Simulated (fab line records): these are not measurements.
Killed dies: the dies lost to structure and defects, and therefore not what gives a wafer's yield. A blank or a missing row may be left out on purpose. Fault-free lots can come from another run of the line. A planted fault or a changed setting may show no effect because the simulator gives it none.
Which tool did it?	flow n5_finfet	14 lots with 42 wafers sampled at 4 steps, on a route of 1938 steps

WHAT THE GAUGES SHOWED, per wafer
N5_WELL_APT_OVL_MEAS_09.
lot	measured	on	NWELL_OVL (nm)
L279	day 1 13:44	overlay-01	-7 1 9
L280	day 1 19:40	overlay-02	-7 3 16
L282	day 2 07:35	overlay-01	-13 -22 -12
L283	day 2 13:36	overlay-02	-10 -9 -10
L284	day 2 19:35	overlay-01	-6 3 -5
L285	day 3 01:43	overlay-01	-3 -5 -4
L286	day 3 07:50	overlay-01	-5 -10 -4
L287	day 3 13:43	overlay-02	3 4 -12
L289	day 4 02:03	overlay-02	-15 -15 -9
L290	day 4 07:43	overlay-01	-6 -14 -13
L298	day 6 07:47	overlay-02	-8 -8 -10
L300	day 6 19:56	overlay-02	-1 3 7
L301	day 7 02:01	overlay-02	-14 -8 -3
L302	day 7 07:50	overlay-02	-3 2 -2

N5_WELL_APT_CD_MEAS_25: target cd 200 nm.
lot	measured	on	cd_nm (nm)
L279	day 1 14:59	cd_sem-01	203.2 198.8 199.6
L280	day 1 20:54	cd_sem-01	198.2 197.4 199.4
L282	day 2 08:50	cd_sem-01	194.8 200.1 195.2
L283	day 2 14:52	cd_sem-03	197.6 196.4 197.3
L284	day 2 21:08	cd_sem-02	192.9 195.8 195.5
L285	day 3 03:21	cd_sem-03	199.6 196.6 199.2
L286	day 3 09:04	cd_sem-02	194.9 197.0 193.8
L287	day 3 17:38	cd_sem-02	197.2 194.5 197.4
L289	day 4 03:10	cd_sem-03	- - -
L290	day 4 08:59	cd_sem-02	- - -
L298	day 6 09:38	cd_sem-02	198.1 196.5 194.3
L300	day 6 21:01	cd_sem-01	200.7 198.8 197.9
L301	day 7 03:14	cd_sem-02	200.1 199.0 198.7
L302	day 7 08:55	cd_sem-02	197.0 196.4 192.5

WHAT TOOL EACH LOT RAN ON (gives the tool, then ch and the chambers of the sampled wafers, and finally the start)
lot	N5_WELL_APT_DESCUM_13	N5_WELL_APT_DEVELOP_24
L279	rie_diel-03 ch 0,1,3, day 1 13:47	litho_track-01 ch 0, day 1 14:52
L280	rie_diel-01 ch 0,1,3, day 1 19:43	litho_track-04 ch 0, day 1 20:47
L282	rie_diel-05 ch 0,2,3, day 2 07:40	litho_track-05 ch 0, day 2 08:43
L283	rie_diel-01 ch 1,3, day 2 13:40	litho_track-05 ch 0, day 2 14:46
L284	rie_diel-01 ch 1,2, day 2 19:42	litho_track-05 ch 0, day 2 21:02
L285	rie_diel-03 ch 0,1,3, day 3 01:56	litho_track-01 ch 0, day 3 03:14
L286	rie_diel-03 ch 0,1, day 3 07:54	litho_track-05 ch 0, day 3 08:58
L287	rie_diel-03 ch 0,3, day 3 13:49	litho_track-05 ch 0, day 3 17:31
L289	rie_diel-03 ch 0,1,3, day 4 02:08	litho_track-01, day 4 03:04
L290	rie_diel-01 ch 2,3, day 4 07:48	litho_track-05, day 4 08:52
L298	rie_diel-05 ch 0,1,2, day 6 08:35	litho_track-04 ch 0, day 6 09:31
L300	rie_diel-03 ch 0,2, day 6 19:59	litho_track-01 ch 0, day 6 20:55
L301	rie_diel-03 ch 1,2,3, day 7 02:11	litho_track-01 ch 0, day 7 03:07
L302	rie_diel-01 ch 1,2, day 7 07:53	litho_track-05 ch 0, day 7 08:49
- N5_WELL_APT_DESCUM_13: chemistry O2, time 7.9 s.
- N5_WELL_APT_DEVELOP_24: develop time 45 s.

WHAT THE TOOLS THEMSELVES READ (means of the sampled wafers that have a number; where no wafer has one, the mark that the record gives instead)
N5_WELL_APT_DESCUM_13.
lot	tool	drypump_motor_current_A (A)	oes_product_au (a.u.)	rf_fwd_power_W (W)	rf_vpp_V (V)	showerhead_plenum_p_Torr (Torr)	throttle_valve_pct (%)
L279	rie_diel-03	5.3	0.79	49.50	242.4	2.06	20.49
L280	rie_diel-01	5.5	0.75	49.63	243.9	2.16	20.58
L282	rie_diel-05	5.6	0.70	49.76	243.6	2.11	20.50
L283	rie_diel-01	5.4	0.79	49.80	243.1	2.15	20.37
L284	rie_diel-01	5.3	0.72	49.76	243.5	2.13	20.89
L285	rie_diel-03	5.3	0.77	49.53	243.0	2.06	20.51
L286	rie_diel-03	5.3	0.75	49.69	242.6	1.99	20.66
L287	rie_diel-03	5.5	0.79	49.73	243.2	2.07	20.63
L289	rie_diel-03	5.3	0.75	49.54	242.3	2.06	20.52
L290	rie_diel-01	5.8	0.75	49.54	241.6	2.06	20.80
L298	rie_diel-05	5.3	0.80	49.71	243.3	2.09	20.48
L300	rie_diel-03	5.7	0.81	49.72	243.1	2.07	20.59
L301	rie_diel-03	5.5	0.80	49.60	244.1	2.13	20.33
L302	rie_diel-01	5.6	0.69	49.61	241.9	2.06	21.05

N5_WELL_APT_DEVELOP_24.
lot	tool	chill_plate_temp_C (C)	exhaust_pa (Pa)
L279	litho_track-01	23.07	44.9
L280	litho_track-04	22.98	44.3
L282	litho_track-05	22.97	45.2
L283	litho_track-05	22.98	44.2
L284	litho_track-05	23.12	44.0
L285	litho_track-01	22.85	44.4
L286	litho_track-05	23.01	44.5
L287	litho_track-05	23.09	44.0
L289	litho_track-01	-	-
L290	litho_track-05	-	-
L298	litho_track-04	22.97	44.6
L300	litho_track-01	22.90	45.7
L301	litho_track-01	22.93	44.6
L302	litho_track-05	23.02	46.0

THE ANSWER, worked out from the rows above alone
Rule: what is usual is taken from the lots themselves. Put in order of their means at a reading, lots are off if they are a third of the lots or fewer, leave a main group of 4 or more, and stand apart from it by a gap of 3 or more times the standard deviation of the main group's means; of several such gaps the widest counts. Not used: any main group whose means are identical at the precision the tables above print for the reading. Also off: a lot with no number at a reading for which 4 or more lots have one. All remaining lots with rows at the step are treated as sound. First the gauges in route order, then the tools' own readings, where a lot's mean is used as printed above. At the first step where some lot is off, the reading lying furthest off is the one used; lots without a number count as furthest.
Off, at N5_WELL_APT_CD_MEAS_25 on cd_nm: L289, L290. Without a number there: L289, L290. Mean 197.3 nm and standard deviation 1.8 in the main group.
A tool fits if, at a process step before that reading, it ran every lot that is off, and no sound lot after the first of them. The gauges at N5_WELL_APT_CD_MEAS_25 aren't tried: what is off there is off at N5_WELL_APT_DEVELOP_24 too, on other tools, and a gauge's error can't cause that. Not one of the candidates tried fits.

WHAT WAS PUT IN BY THE SIMULATOR
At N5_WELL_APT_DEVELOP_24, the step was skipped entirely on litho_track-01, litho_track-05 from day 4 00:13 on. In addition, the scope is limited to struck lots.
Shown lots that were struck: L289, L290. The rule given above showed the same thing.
